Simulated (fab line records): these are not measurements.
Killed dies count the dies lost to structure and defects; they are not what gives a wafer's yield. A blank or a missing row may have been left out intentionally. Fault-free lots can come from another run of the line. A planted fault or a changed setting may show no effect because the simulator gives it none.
Matching of chambers    flow nand_harc    rie_diel-02 running NHARC_A_STAIRCASE_ETCH_169: 4 sister chambers
The step etches the open film in CH3F/O2, target depth 50 nm, time 107.1 s. 24 wafers are shown with their chamber, then 12 later ones without.

## WAFERS, EACH WITH ITS CHAMBER
wafer   chamber  drypump_motor_current_A (A)  showerhead_plenum_p_Torr (Torr)  rf_vpp_V (V)
L075.2  3        6.0                          2.35                             242.8
L075.3  1        6.0                          2.33                             243.7
L075.5  1        6.0                          2.33                             242.1
L074.2  3        6.1                          2.35                             242.9
L074.3  1        6.1                          2.33                             243.8
L074.4  0        5.6                          2.29                             241.9
L078.2  2        4.7                          2.41                             242.8
L078.4  3        6.0                          2.35                             244.3
L078.5  1        6.1                          2.33                             242.5
L077.1  3        6.0                          2.35                             243.2
L077.5  1        6.0                          2.32                             242.5
L077.6  2        4.7                          2.41                             243.3
L079.2  1        6.0                          2.32                             241.6
L079.4  0        5.6                          2.29                             240.6
L079.5  3        6.0                          2.35                             243.2
L080.3  0        5.6                          2.29                             242.0
L080.4  1        6.0                          2.32                             243.4
L080.6  2        4.7                          2.41                             243.0
L083.1  1        6.0                          2.32                             243.8
L083.2  0        5.6                          2.28                             242.5
L083.6  2        4.8                          2.40                             241.9
L084.2  3        6.0                          2.34                             243.6
L084.3  2        4.8                          2.40                             244.4
L084.4  1        6.0                          2.32                             241.2

SIGNATURES (averages over the wafers above)
reading                   chamber 0  chamber 1  chamber 2  chamber 3  scatter within a chamber
drypump_motor_current_A   5.600      6.022      4.740      6.017      0.0424
showerhead_plenum_p_Torr  2.2875     2.3244     2.4060     2.3483     0.005
rf_vpp_V                  241.750    242.733    243.080    243.333    0.853
Rule: for each reading, subtract the chamber's mean from the wafer's reading, divide by that reading's scatter and square the result; add these up over the readings and take the root, which gives the wafer's distance from the chamber. The wafer belongs to the nearest chamber; if the next one is less than 2 further off, it can't be placed. The scatter: the root of (the sum of the squares of (reading less its chamber's mean) over the shown wafers, divided by (wafers less chambers)).

## WAFERS WHOSE CHAMBER IS MISSING
wafer   drypump_motor_current_A (A)  showerhead_plenum_p_Torr (Torr)  rf_vpp_V (V)
L087.1  5.6                          2.28                             240.7
L087.2  6.0                          2.31                             241.3
L087.3  4.8                          2.40                             244.7
L088.1  6.1                          2.33                             241.4
L088.3  6.1                          2.31                             241.5
L088.4  4.8                          2.40                             243.9
L091.1  6.1                          2.33                             243.4
L091.3  4.7                          2.39                             244.8
L091.5  6.0                          2.31                             243.1
L095.1  6.0                          2.31                             242.1
L095.3  4.8                          2.39                             243.0
L095.4  6.1                          2.32                             242.9

## THE CHAMBER EACH PASSED THROUGH
wafer    from the rows above       in truth
L087.1   0                         0
L087.2   1                         1
L087.3   2                         2
L088.1   1                         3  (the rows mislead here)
L088.3   1                         1
L088.4   2                         2
L091.1   can't be placed: 1 or 3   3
L091.3   2                         2
L091.5   1                         1
L095.1   1                         1
L095.3   2                         2
L095.4   1                         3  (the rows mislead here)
Correctly placed: 9 of 12. Can't be placed from these rows: 1 (the true chamber is among the candidates in 1). 2 placed wrongly.
